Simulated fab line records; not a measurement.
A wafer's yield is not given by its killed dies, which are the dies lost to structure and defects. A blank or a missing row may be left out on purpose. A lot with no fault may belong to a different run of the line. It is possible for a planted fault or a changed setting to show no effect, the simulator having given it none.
fab line records	flow n5Finfet
[record] lots = 9	wafers = 27	lastDay = 17
route steps=1938 shown BEOL_M4@1111 BEOL_M10@1485 PASSIVATION@1936
lots that met no fault: from a run of the same line without faults
startH: start of the lot's first displayed wafer, in hours after the record's first day	waitH: hours elapsed since this lot's preceding step	" as in the row above	L1.1+2: one row covering several wafers at once	- no value present, or no start provided	* or withheld: withheld	< > ~ a bound
route shown NAME@n: names a module that has steps shown in the file, with the first one's number in the route	usual: mean/standard deviation taken from wafers without a fault	same: alike in all rows	chamber/n: place in a boat	sites: per-site readings	_std_site: the values' standard deviation	_edge_site: inner sites' mean taken away from outer sites' mean	radiusMm: how far each site lies from the wafer's centre	mask NAME#n: copy n	behind: the last tool/chamber to shape the wafer	hold: reason for holding the lot/hours on hold/outcome of the hold	device: names the non-switching transistor (n, p or np)	end of line: the tests these same wafers got at the end of their route	where a step has no rows: the recipe by itself	killed: not the wafer's yield, but the dies lost to structure and defects at the first sort	map: per-die view of a wafer (x killed, . not killed, _ where there is no die)
set.NAME: setting as actually run; set.NAME@STEP: the setting as run at that earlier step	model.NAME: the simulator's own value behind a step, which no gauge read
one table for each step of the route and one row for each wafer, over a sample of lots
services: a tool's chamber out of use, with start hour (startH, from the record's first day; less than 0 if before it), hours out, and reason
[[steps]]
[step N5_BEOL_M4_RC_MEAS_101]
[usual] DIBL_N = 36.2/1.7	DIBL_P = 36.6/1.9	IOFF_N = 0.16/0.032	IOFF_P = 0.21/0.037	ION_N = 675/12	ION_P = 460/8.1	SS_N = 71.4/0.58	SS_P = 73.4/0.64	VT_N = 249/3.2	VT_P = -252/3.4
lot.wafer	tool	chamber	startH	waitH	DIBL_N[mV/V]	DIBL_P[mV/V]	IOFF_N[nA/um]	IOFF_P[nA/um]	ION_N[uA/um]	ION_P[uA/um]	SS_N[mV/dec]	SS_P[mV/dec]	VT_N[mV]	VT_P[mV]
L414.1	prober-02	0	169.36	0.0	36.7	37.2	0.17	0.23	665	465	71.8	73.2	250	-248
L414.4	"	0	"	"	36.4	37.7	0.16	0.23	687	468	72.2	73.8	250	-247
L414.6	"	0	"	"	33.9	34.4	0.13	0.18	668	465	71.1	72.9	252	-250
L415.2	prober-01	0	178.44	0.2	38.3	38.3	0.19	0.26	684	460	71.3	74.0	246	-247
L415.3	"	0	"	"	40.0	40.5	0.24	0.31	685	469	72.7	74.1	244	-242
L415.4	"	0	"	"	36.8	37.0	0.18	0.24	685	466	71.6	73.1	247	-246
L418.3	prober-02	0	194.52	0.3	37.4	38.4	0.18	0.23	679	467	71.6	74.6	249	-246
L418.4	"	0	"	"	34.8	34.5	0.13	0.16	674	461	70.8	73.0	251	-251
L418.5	"	0	"	"	35.5	35.5	0.15	0.18	671	458	70.8	73.6	251	-253
L423.1	prober-02	0	226.69	0.0	38.8	41.1	0.20	0.27	688	473	71.6	74.6	245	-250
L423.2	"	0	"	"	34.4	35.3	0.12	0.17	658	454	70.9	72.6	252	-256
L423.4	"	0	"	"	37.4	38.8	0.18	0.23	693	465	71.7	73.9	247	-253
L426.2	prober-02	0	245.13	0.2	36.2	37.0	0.16	0.20	672	453	71.1	73.1	247	-253
L426.4	"	0	"	"	33.7	33.3	0.12	0.15	665	450	71.1	72.2	252	-254
L426.5	"	0	"	"	36.9	37.8	0.18	0.22	673	460	71.8	73.6	248	-251
L431.1	prober-01	0	267.66	0.0	34.6	34.0	0.14	0.15	679	461	70.6	73.0	249	-256
L431.2	"	0	"	"	36.3	37.4	0.16	0.19	667	451	71.6	73.7	250	-254
L431.5	"	0	"	"	36.0	36.6	0.15	0.17	680	455	72.1	73.5	250	-256
L434.1	prober-02	0	290.30	0.0	36.0	35.2	0.16	0.22	677	469	70.8	73.1	249	-249
L434.4	"	0	"	"	37.7	37.2	0.18	0.24	697	471	71.9	73.8	247	-246
L434.6	"	0	"	"	37.8	37.0	0.19	0.25	692	472	71.6	73.7	248	-247
L435.3	prober-01	0	295.63	0.3	38.3	39.7	0.20	0.26	692	470	71.9	74.3	247	-247
L435.5	"	0	"	"	37.1	37.1	0.18	0.22	682	466	71.8	74.0	248	-251
L435.6	"	0	"	"	36.5	36.0	0.17	0.21	682	466	71.2	73.5	248	-250
L436.1	prober-02	0	296.75	0.0	37.0	35.9	0.16	0.21	680	465	71.2	72.9	249	-253
L436.2	"	0	"	"	35.7	34.2	0.13	0.19	666	460	69.8	72.2	254	-250
L436.5	"	0	"	"	37.2	37.3	0.17	0.23	684	469	71.0	73.9	249	-247
[step N5_BEOL_M10_INSPECT_13]
[recipe] mode = adi	inspectInstrument = brightfield
[usual] rawDefectCount = 427/94
lot.wafer	tool	chamber	startH	waitH	rawDefectCount
L414.1	defectInspect-01	-	218.29	0.0	325
L414.4	"	-	"	"	393
L414.6	"	-	"	"	415
L415.2	defectInspect-02	-	226.17	0.0	427
L415.3	"	-	"	"	347
L415.4	"	-	"	"	284
L418.3	defectInspect-02	-	239.56	0.0	256
L418.4	"	-	"	"	376
L418.5	"	-	"	"	501
L423.1	defectInspect-01	-	270.69	0.0	382
L423.2	"	-	"	"	567
L423.4	"	-	"	"	569
L426.2	defectInspect-02	-	287.73	0.0	511
L426.4	"	-	"	"	472
L426.5	"	-	"	"	470
L431.1	defectInspect-02	-	315.08	0.0	407
L431.2	"	-	"	"	344
L431.5	"	-	"	"	410
L435.3	defectInspect-02	-	343.04	0.0	516
L435.5	"	-	"	"	569
L435.6	"	-	"	"	463
L434.1	defectInspect-01	-	344.51	0.0	366
L434.4	"	-	"	"	437
L434.6	"	-	"	"	424
L436.1	defectInspect-02	-	346.22	0.0	337
L436.2	"	-	"	"	320
L436.5	"	-	"	"	384
[step N5_BEOL_M10_STRIP_67]
[recipe] chemistry = CF4	resist = SiARC	powerW = 300	biasPowerW = 75	pressureMtorr = 50	cf4FlowSccm = 150	rfFrequencyHz = 6e+07
[usual] drypumpMotorCurrentA = 5.6/0.47	oesProductAu = 0.78/0.076	rfVppV = 271.3/1.8	showerheadPlenumPTorr = 1.80/0.069	throttleValvePct = 13.62/0.24
lot.wafer	tool	chamber	startH	waitH	drypumpMotorCurrentA	oesProductAu	rfHoursCounterH	rfVppV	showerheadPlenumPTorr	throttleValvePct
L414.1	rieDiel-05	3	218.63	0.0	6.4	0.69	247	268.7	1.71	13.78
L414.4	"	0	"	"	5.9	0.75	134	272.9	1.88	13.91
L414.6	"	2	"	"	5.3	0.86	-	272.7	1.88	13.33
L415.2	rieDiel-05	1	226.63	0.0	5.1	0.86	57	269.4	1.76	13.46
L415.3	"	0	"	"	5.9	0.74	137	272.5	1.88	13.91
L415.4	"	1	"	"	5.1	0.85	-	271.1	1.76	13.44
L418.3	rieDiel-05	2	239.83	0.0	5.4	0.85	73	273.7	1.88	13.36
L418.4	"	1	"	"	5.1	0.85	-	270.1	1.76	13.45
L418.5	"	0	"	"	5.9	0.74	-	272.6	1.88	13.91
L423.1	rieDiel-04	3	271.02	0.0	5.1	0.74	158	272.1	1.79	13.76
L423.2	"	2	"	"	6.3	0.82	88	269.2	1.74	13.71
L423.4	"	1	"	"	5.8	0.73	211	268.1	1.70	13.56
L426.2	rieDiel-05	3	288.01	0.0	6.4	0.93	14	276.5	1.91	13.28
L426.4	"	1	"	"	5.1	0.83	81	269.0	1.75	13.51
L426.5	"	0	"	"	5.9	0.72	-	271.9	1.87	13.97
L431.1	rieDiel-06	2	315.36	0.0	5.3	0.70	235	269.0	1.76	13.89
L431.2	"	3	"	"	4.8	0.87	51	273.6	1.88	13.40
L431.5	"	3	"	"	4.8	0.87	-	271.4	1.88	13.42
L435.3	rieDiel-05	2	343.34	0.0	5.3	0.81	110	272.6	1.87	13.44
L435.5	"	2	"	"	5.4	0.80	-	273.0	1.87	13.44
L435.6	"	3	"	"	6.4	0.89	-	271.2	1.90	13.30
L434.1	rieDiel-06	2	344.99	0.0	5.3	0.69	247	269.5	1.76	13.91
L434.4	"	1	"	"	5.6	0.69	242	272.1	1.77	14.07
L434.6	"	1	"	"	5.6	0.70	-	271.6	1.77	14.04
L436.1	rieDiel-05	2	346.54	0.0	5.4	0.81	111	273.8	1.87	13.45
L436.2	"	0	"	"	5.9	0.71	183	273.6	1.87	14.00
L436.5	"	1	"	"	5.1	0.81	-	269.1	1.75	13.56
[step N5_BEOL_M10_HM_OPEN_17]
[recipe] chemistry = Cl2/BCl3	targetDepthA = 200	overetchA = 60	target = TiN	maskMaterial = SOC	ionEnergyEv = 150	pressureMtorr = 10	icpW = 1000	biasW = 126	Cl2_flow_sccm = 53.25	bcl3FlowSccm = 21.75	Ar_flow_sccm = 25
[usual] drypumpMotorCurrentA = 5.44/0.27	mfcCl2Sccm = 53.22/0.18	oesProductAu = 0.67/0.088	throttleValvePct = 22.22/0.21
lot.wafer	tool	chamber	startH	waitH	drypumpMotorCurrentA	mfcCl2Sccm	oesProductAu	rfHoursCounterH	throttleValvePct
L414.1	rieMetal-03	1	218.67	0.0	5.56	53.38	0.58	77	22.41
L414.4	"	1	"	"	5.61	53.40	0.59	-	22.41
L414.6	"	1	"	"	5.59	53.18	0.60	-	22.39
L415.2	rieMetal-01	0	226.67	0.0	5.22	53.47	0.76	9	22.12
L415.3	"	1	"	"	5.48	53.34	0.79	-	21.96
L415.4	"	0	"	"	5.21	53.17	0.77	-	22.11
L418.3	rieMetal-01	1	239.90	0.1	5.46	52.98	0.78	-	21.95
L418.4	"	0	"	"	5.20	53.25	0.76	-	22.10
L418.5	"	1	"	"	5.47	52.88	0.78	-	21.95
L423.1	rieMetal-01	1	271.06	0.0	5.49	53.10	0.74	10	21.96
L423.2	"	0	"	"	5.20	53.16	0.74	13	22.14
L423.4	"	1	"	"	5.51	53.53	0.76	-	21.96
L426.2	rieMetal-02	0	288.05	0.0	5.08	52.96	0.65	45	22.30
L426.4	"	1	"	"	6.01	52.95	0.54	-	22.32
L426.5	"	0	"	"	5.03	53.19	0.65	-	22.28
L431.1	rieMetal-01	0	315.40	0.0	5.22	53.37	0.73	17	22.12
L431.2	"	1	"	"	5.47	53.13	0.74	14	21.98
L431.5	"	1	"	"	5.48	53.36	0.73	-	21.97
L435.3	rieMetal-01	1	343.41	0.1	5.48	53.22	0.72	-	21.98
L435.5	"	1	"	"	5.48	53.02	0.72	-	22.00
L435.6	"	0	"	"	5.21	53.48	0.70	-	22.16
L434.1	rieMetal-01	0	345.03	0.0	5.20	53.18	0.73	22	22.12
L434.4	"	1	"	"	5.48	53.59	0.72	-	21.98
L434.6	"	0	"	"	5.22	53.13	0.72	-	22.13
L436.1	rieMetal-01	1	346.58	0.0	5.50	53.45	0.73	18	21.98
L436.2	"	0	"	"	5.19	52.95	0.72	22	22.13
L436.5	"	0	"	"	5.20	53.26	0.72	-	22.12
[step N5_BEOL_M10_EXPOSE_25]
[recipe] maskId = V9	na = 1.35	sourceShape = annular	sigmaInner = 0.5	sigmaOuter = 0.8	polarization = unpolarized	doseMj = 85.5
[usual] exposureDoseMJCm2 = 86.1/0.77	focusOffsetNm = -0.1/0.51
lot.wafer	tool	chamber	startH	waitH	mask	exposureDoseMJCm2	focusOffsetNm
L414.1	arfiScanner-03	0	219.55	-	V9#0	85.5	0.2
L414.4	"	0	"	"	V9#0	85.5	-0.8
L414.6	"	0	"	"	V9#0	85.4	0.1
L415.2	arfiScanner-03	0	227.84	-	V9#0	85.5	0.2
L415.3	"	0	"	"	V9#0	85.4	-0.4
L415.4	"	0	"	"	V9#0	85.5	0.7
L418.3	arfiScanner-03	0	240.22	-	V9#0	85.4	-0.5
L418.4	"	0	"	"	V9#0	85.4	0.6
L418.5	"	0	"	"	V9#0	85.3	-0.2
L423.1	arfiScanner-03	0	274.31	-	V9#0	95.7	-0.5
L423.2	"	0	"	"	V9#0	95.6	-0.2
L423.4	"	0	"	"	V9#0	95.5	-0.6
L426.2	arfiScanner-03	0	289.12	-	V9#0	93.6	0.9
L426.4	"	0	"	"	V9#0	93.6	0.5
L426.5	"	0	"	"	V9#0	93.7	0.9
L431.1	arfiScanner-02	0	320.00	-	V9#0	87.0	-0.6
L431.2	"	0	"	"	V9#0	87.0	-0.2
L431.5	"	0	"	"	V9#0	86.9	-0.8
L435.3	arfiScanner-02	0	344.30	-	V9#0	86.9	-0.9
L435.5	"	0	"	"	V9#0	87.0	0.8
L435.6	"	0	"	"	V9#0	86.9	-0.4
L434.1	arfiScanner-02	0	345.37	-	V9#0	86.9	0.8
L434.4	"	0	"	"	V9#0	87.0	1.5
L434.6	"	0	"	"	V9#0	87.0	0.2
L436.1	arfiScanner-01	0	351.32	-	V9#0	85.3	0.2
L436.2	"	0	"	"	V9#0	85.5	-0.2
L436.5	"	0	"	"	V9#0	85.3	0.2
[step N5_BEOL_M10_CD_MEAS_28]
[recipe] targetCdNm = 70	landingEnergyEv = 500	detector = seInlens	polarity = opening
[usual] cdNm = 69.6/1
lot.wafer	tool	chamber	startH	waitH	cdNm
L414.1	cdSem-02	0	219.68	-	68.3
L414.4	"	0	"	"	68.9
L414.6	"	0	"	"	68.4
L415.2	cdSem-03	0	227.97	-	70.8
L415.3	"	0	"	"	72.5
L415.4	"	0	"	"	69.9
L418.3	cdSem-02	0	240.34	-	69.6
L418.4	"	0	"	"	71.3
L418.5	"	0	"	"	69.8
L423.1	cdSem-01	0	274.44	-	81.5
L423.2	"	0	"	"	79.2
L423.4	"	0	"	"	80.2
L426.2	cdSem-03	0	289.24	-	76.1
L426.4	"	0	"	"	77.3
L426.5	"	0	"	"	77.2
L431.1	cdSem-01	0	320.13	-	69.5
L431.2	"	0	"	"	70.0
L431.5	"	0	"	"	69.8
L435.3	cdSem-01	0	344.42	-	68.3
L435.5	"	0	"	"	68.6
L435.6	"	0	"	"	68.8
L434.1	cdSem-02	0	345.50	-	69.1
L434.4	"	0	"	"	68.7
L434.6	"	0	"	"	68.9
L436.1	cdSem-03	0	351.46	-	68.6
L436.2	"	0	"	"	68.7
L436.5	"	0	"	"	67.6
[step N5_PASSIVATION_PROBE_49]
[usual] defectLimitedYield = 91.3/1.5	killed_at_M0_to_M3 = 35/10	killed_at_M4_up = 12/4.6	killedAtContacts = 13/6.6	killedAtFrontEnd = 39/11	killedAtOther = 4/3.4	killedDies = 103/17	killedOpen = 67/13	killedShort = 35/8.2	sort_bin_5_function = 5.1/0.94	sort_bin_6_memory = 3.2/0.7	sortNPass = 1077/17	sortYieldPct = 91.3/1.5
[same] grossDies = 1180	killedAtBackSide = 0	sort_bin_4_leakage[%] = 0	sort_bin_8_speed[%] = 0
lot.wafer	tool	chamber	startH	waitH	defectLimitedYield[%]	killed_at_M0_to_M3	killed_at_M4_up	killedAtContacts	killedAtFrontEnd	killedAtOther	killedDies	killedOpen	killedShort	sort_bin_5_function[%]	sort_bin_6_memory[%]	sortNPass	sortYieldPct[%]
L423.1	prober-01	-	326.39	0.0	74.5	43	186	12	56	4	301	75	49	6.4	3.6	879	74.5
L423.2	prober-01	-	326.44	0.1	83.6	44	73	30	41	6	194	82	43	6.4	4.2	986	83.6
L423.4	prober-01	-	326.54	0.2	77.1	27	178	18	45	2	270	76	28	4.8	3.8	910	77.1
L426.2	prober-01	-	343.01	0.1	92.0	22	22	5	41	4	94	64	24	4.8	2.3	1086	92.0
L426.4	prober-01	-	343.11	0.2	89.8	28	26	13	43	10	120	82	27	5.3	3.7	1060	89.8
L426.5	prober-01	-	343.16	0.2	90.8	26	18	13	49	3	109	60	36	4.7	3.1	1071	90.8
// killed by level:class
L423.1 BEOL_M10:areaExpose=175 DUMMY_GATE:geometricParticle:open=14 FIN_SAQP:geometricParticle:short=10 MOL_CONTACT_COAG:geometricParticle:open=9 BEOL_M0_SAQP:geometricParticle:open=7 GATE_CUT:geometricParticle:short=7 BEOL_M0_SAQP:geometricParticle:short=7 BEOL_M3:geometricParticle:open=6
L423.2 BEOL_M10:areaExpose=65 MOL_CONTACT_COAG:geometricParticle:open=26 BEOL_M2:geometricParticle:open=12 FIN_SAQP:geometricParticle:short=8 BEOL_M0_SAQP:geometricParticle:short=7 FIN_SAQP:geometricParticle:open=6 DUMMY_GATE:geometricParticle:open=6 ILD0:geometricParticle:short=6
L423.4 BEOL_M10:areaExpose=165 FIN_SAQP:geometricParticle:open=19 MOL_CONTACT_COAG:geometricParticle:open=11 DUMMY_GATE:geometricParticle:open=10 BEOL_M1:geometricParticle:open=9 MOL_CONTACT_COAG:geometricParticle:short=7 FIN_SAQP:geometricParticle:short=6 BEOL_M0:geometricParticle:open=6
L426.2 FIN_SAQP:geometricParticle:open=13 STI_FIN_REVEAL:geometricParticle:open=7 BEOL_M3:geometricParticle:open=7 BEOL_M2:geometricParticle:open=6 BEOL_M4:geometricParticle:open=6 FIN_SAQP:geometricParticle:short=5 BEOL_M10:areaExpose=5 DUMMY_GATE:geometricParticle:open=4
L426.4 FIN_SAQP:geometricParticle:open=17 MOL_CONTACT_COAG:geometricParticle:open=12 BEOL_M10:areaExpose=10 BEOL_M3:geometricParticle:open=8 FIN_SAQP:geometricParticle:short=6 BEOL_M2:geometricParticle:open=6 STI_FIN_REVEAL:geometricParticle:open=5 BEOL_M0_SAQP:geometricParticle:open=5
L426.5 FIN_SAQP:geometricParticle:open=14 MOL_CONTACT_COAG:geometricParticle:open=9 BEOL_M10:areaExpose=9 BEOL_M0_SAQP:geometricParticle:short=6 BEOL_M2:geometricParticle:open=6 FIN_SAQP:geometricParticle:short=5 BEOL_M0_SAQP:geometricParticle:open=5 STARTING-WAFER:geometricParticle:short=5
[[services]]
tool	chamber	startH	hours	kind
rieDiel-04	-	212.56	0.5	repair
rieDiel-05	0	213.29	4.7	repair
arfiScanner-02	-	215.06	0.8	pm
rieDiel-06	-	216.71	2.8	pm
rieDiel-04	0	224.29	7.6	repair
rieMetal-02	-	224.92	2.8	pm
rieDiel-04	-	228.63	2.8	pm
rieMetal-02	-	229.67	6.9	repair
rieMetal-03	-	234.15	2.8	pm
arfiScanner-03	-	236.03	1.0	pm
arfiScanner-01	-	244.76	0.8	repair
arfiScanner-02	-	247.45	1.0	pm
arfiScanner-01	-	252.44	0.4	repair
rieDiel-06	3	258.82	2.4	repair
arfiScanner-03	-	274.89	0.8	pm
arfiScanner-02	-	279.47	1.3	pm
arfiScanner-03	-	283.75	3.1	pm
arfiScanner-01	-	295.23	1.0	pm
arfiScanner-03	-	297.23	4.9	pm
arfiScanner-01	-	297.85	1.3	pm
arfiScanner-02	-	307.75	4.8	pm
arfiScanner-03	-	316.72	1.3	pm
rieDiel-04	3	323.85	12.5	repair
rieDiel-06	1	330.77	13.6	repair
[[key]]
[firstSign] step = N5_BEOL_M10_EXPOSE_25	reading = exposureDoseMJCm2	direction = up	sigmas = 11	usual = 86.1	struck = 94.6
[effect] step = N5_BEOL_M10_CD_MEAS_28	reading = cdNm	direction = up	sigmas = 8.6	usual = 69.6	struck = 78.6	through = controlLoop
[effect] step = N5_PASSIVATION_PROBE_49	reading = killed_at_M4_up	direction = up	sigmas = 15	usual = 12	struck = 84	wafersMoved = 4
[moreKillsBornAt] N5_BEOL_M10_EXPOSE_25@arfiScanner-03 = 429
metAt N5_BEOL_M10_EXPOSE_25
struckLots L423,L426
[loopTrim] step = N5_BEOL_M10_EXPOSE_25	setting = dose	lots = L426
notActingAt N5_BEOL_M10_INSPECT_13,N5_BEOL_M10_STRIP_67,N5_BEOL_M10_HM_OPEN_17
onsetBetween 240.22 274.31
[fault] kind = processParameterDrift	tool = arfiScanner-03	chamber = -	onsetH = 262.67	steps = N5_BEOL_M10_EXPOSE_25	channel = doseMj	offset = 10.183	shape = step	actsIn = theseRecipesOnly	stated = 85.5
// loopTrim: a control loop set the setting to another value than it would have without faults
